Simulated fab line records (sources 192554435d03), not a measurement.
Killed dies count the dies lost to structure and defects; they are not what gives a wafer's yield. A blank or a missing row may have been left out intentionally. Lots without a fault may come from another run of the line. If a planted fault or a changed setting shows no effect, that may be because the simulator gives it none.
2 desks looking at one fault || flow n5-finfet || only its own numbers are on each desk; what lay behind them is given at the end

## THE METROLOGY DESK
Lot by lot, what the gauges showed, no matter which tool ran the lot: averages of those sampled wafers that carry a number. A lot is out of limits, marked OUT, if its mean lies more than 4 standard deviations from the usual mean; the brackets give that distance. Readings shown: 7 out of 16 (the first out of limits, and those lying furthest out on some lot).
Columns: A = IOFF_P at N5_BEOL_M4_RC_MEAS_101, usual 0.21 nA/um; B = IOFF_P_85C at N5_BEOL_M4_RC_MEAS_101, usual 3.6 nA/um; C = IOFF_P_LIN at N5_BEOL_M4_RC_MEAS_101, usual 0.098 nA/um; D = ION_P at N5_BEOL_M4_RC_MEAS_101, usual 463 uA/um; E = VT_P at N5_BEOL_M4_RC_MEAS_101, usual -250 mV; F = VT_P_LONG at N5_BEOL_M4_RC_MEAS_101, usual -276 mV; G = VT_P_LVT at N5_BEOL_M4_RC_MEAS_101, usual -99.2 mV
{"lot": "L272", "first seen here": "day 5 03:25", "A": 0.24, "B": 4.0, "C": 0.107, "D": 464, "E": -249, "F": -277, "G": -97.6}
{"lot": "L274", "first seen here": "day 5 14:54", "A": 0.28, "B": 4.6, "C": 0.126, "D": 469, "E": -243, "F": -270, "G": -93.2}
{"lot": "L278", "first seen here": "day 6 20:01", "A": 0.21, "B": 3.6, "C": 0.097, "D": 466, "E": -251, "F": -273, "G": -97.6}
{"lot": "L280", "first seen here": "day 7 03:49", "A": 0.19, "B": 3.3, "C": 0.091, "D": 456, "E": -251, "F": -275, "G": -101.0}
{"lot": "L281", "first seen here": "day 7 08:21", "A": 0.17, "B": 2.9, "C": 0.079, "D": 456, "E": -259, "F": -282, "G": -103.2}
{"lot": "L282", "first seen here": "day 7 15:59", "A": 0.18, "B": 3.2, "C": 0.086, "D": 458, "E": -254, "F": -278, "G": -101.2}
{"lot": "L285", "first seen here": "day 8 11:31", "A": 0.14, "B": 2.5, "C": 0.066, "D": 437, "E": "-265 (-4.2) OUT", "F": "-290 (-4.4) OUT", "G": "-115.9 (-6.4) OUT"}
{"lot": "L287", "first seen here": "day 8 22:17", "A": 0.15, "B": 2.8, "C": 0.072, "D": 442, "E": -264, "F": -288, "G": "-110.6 (-4.4) OUT"}
{"lot": "L291", "first seen here": "day 9 18:53", "A": 0.18, "B": 3.2, "C": 0.086, "D": 460, "E": -254, "F": -276, "G": -101.6}
This desk finds L285, L287 out of limits, with the earliest case on L285 at day 11 17:59 (VT_P at N5_BEOL_M4_RC_MEAS_101). L272, L274, L278, L280, L281, L282, L291: within limits.

## THE TOOL OWNER'S DESK: ald-metal-04
The tool's own readings at N5_HKMG_FIN_PWFM_ALD_03 (deposits TiN, target thk 2 nm, pulse time 1 s, purge time 3 s): means of the sampled wafers that have a number, for each lot that ran on this tool. A lot is out of limits, marked OUT, if its mean lies more than 4 standard deviations from the usual mean; the brackets give that distance.
Columns: A = heater-power-w at N5_HKMG_FIN_PWFM_ALD_03, usual 908 W; B = precursor-pulse-height-rel at N5_HKMG_FIN_PWFM_ALD_03, usual 0.999
{"lot": "L280", "first seen here": "day 7 01:44", "A": 967, "B": 1.001}
{"lot": "L282", "first seen here": "day 7 15:07", "A": 939, "B": 0.992}
{"lot": "L285", "first seen here": "day 8 10:46", "A": 1018, "B": 0.990}
{"lot": "L287", "first seen here": "day 8 21:25", "A": 956, "B": 1.016}
This desk's verdict: no lot among the 4 shows anything out of limits.

## PUT TOGETHER
Metrology desk: alarm possible at day 11 17:59 on L285, L287.
The desk of the tool owner found nothing out of limits.
Tool owner's desk: L285, L287 on record, inside its limits.
All the named lots went through N5_HKMG_FIN_PWFM_ALD_03 on ald-metal-04.

## WHAT WAS PUT IN BY THE SIMULATOR
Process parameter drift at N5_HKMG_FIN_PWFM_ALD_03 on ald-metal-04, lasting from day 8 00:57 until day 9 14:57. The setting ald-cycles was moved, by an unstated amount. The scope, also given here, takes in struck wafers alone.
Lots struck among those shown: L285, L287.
Delay in hours, fault start to first out-of-limits reading, per desk: metrology desk 89.
